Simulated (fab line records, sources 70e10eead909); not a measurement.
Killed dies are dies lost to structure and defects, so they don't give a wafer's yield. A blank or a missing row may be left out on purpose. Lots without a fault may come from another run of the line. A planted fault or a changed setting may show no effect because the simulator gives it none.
Chamber matching | flow nand_harc | NHARC_P_GATE_STRIP_101 on rie_diel-01: 4 sister chambers
The step strips in O2, time 20 s. 4 wafers are shown with their chamber, then 7 later ones without.

WAFERS WITH THEIR CHAMBER
wafer  | chamber | drypump_motor_current_A (A)
L627.5 | 3       | 5.04
L640.4 | 0       | 5.51
L642.3 | 2       | 5.69
L642.5 | 1       | 5.64

WAFERS WITHOUT THEIR CHAMBER
wafer  | drypump_motor_current_A (A)
L642.6 | 5.68
L641.1 | 5.01
L641.3 | 5.64
L641.5 | 5.65
L647.1 | 5.71
L647.4 | 5.07
L647.6 | 5.53

WHICH CHAMBER EACH WENT THROUGH
wafer  | from the rows above     | in truth
L642.6 | can't be placed: 2 or 1 | 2
L641.1 | 3                       | 3
L641.3 | 1                       | 1
L641.5 | can't be placed: 1 or 2 | 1
L647.1 | 2                       | 2
L647.4 | 3                       | 3
L647.6 | 0                       | 0
Placed correctly: 5 of 7. Can't be placed from these rows: 2 (the true chamber is among the candidates in 2). Placed wrongly: 0.
How it was worked out, from the rows above alone: a wafer's distance from a chamber is the root of the sum, over the readings, of the square of ((its reading less the chamber's mean) divided by the reading's scatter). The wafer belongs to the nearest chamber; if the next one is less than 2 further off, it can't be placed. A chamber's mean is the mean of its shown wafers. The scatter: with one shown wafer a chamber, the root of the mean of the squares of how far each hidden wafer lies from its nearest shown one.
